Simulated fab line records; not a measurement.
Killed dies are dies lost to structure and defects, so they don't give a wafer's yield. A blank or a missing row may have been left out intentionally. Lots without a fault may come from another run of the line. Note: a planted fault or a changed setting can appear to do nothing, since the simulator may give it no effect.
Chamber matching :: flow nand harc :: 4 sister chambers for NHARC_A_STAIRCASE_TRIM_12 on rie diel-11
The step chemistry O2, time 211.2 s. 4 wafers are shown with their chamber, then 8 later ones without.

== WAFERS WITH THEIR CHAMBER ==
wafer: L082.5
chamber: 2
showerhead plenum p Torr (Torr): 3.38

wafer: L083.2
chamber: 3
showerhead plenum p Torr (Torr): 3.62

wafer: L085.5
chamber: 1
showerhead plenum p Torr (Torr): 3.59

wafer: L086.4
chamber: 0
showerhead plenum p Torr (Torr): 3.73

== WAFERS WITH NO CHAMBER GIVEN ==
wafer: L086.5
showerhead plenum p Torr (Torr): 3.73

wafer: L086.6
showerhead plenum p Torr (Torr): 3.59

wafer: L087.3
showerhead plenum p Torr (Torr): 3.58

wafer: L087.4
showerhead plenum p Torr (Torr): 3.37

wafer: L087.6
showerhead plenum p Torr (Torr): 3.37

wafer: L095.1
showerhead plenum p Torr (Torr): 3.36

wafer: L095.4
showerhead plenum p Torr (Torr): 3.71

wafer: L095.5
showerhead plenum p Torr (Torr): 3.71

== THE CHAMBER EACH PASSED THROUGH ==
wafer: L086.5
from the rows above: 0
in truth: 0

wafer: L086.6
from the rows above: 1
in truth: 1

wafer: L087.3
from the rows above: 1
in truth: 1

wafer: L087.4
from the rows above: 2
in truth: 2

wafer: L087.6
from the rows above: 2
in truth: 2

wafer: L095.1
from the rows above: 2
in truth: 2

wafer: L095.4
from the rows above: 0
in truth: 0

wafer: L095.5
from the rows above: 0
in truth: 0
Correct placement for 8 of the 8. Left unplaced by these rows: 0. Number placed wrongly: 0.
How it was worked out, from the rows above alone: a wafer's distance from a chamber is the root of the sum, over the readings, of the square of ((its reading less the chamber's mean) divided by the reading's scatter). The wafer belongs to the nearest chamber; if the next one is less than 2 further off, it can't be placed. A chamber's mean is the mean of its shown wafers. The scatter: with one shown wafer a chamber, the root of the mean of the squares of how far each hidden wafer lies from its nearest shown one.
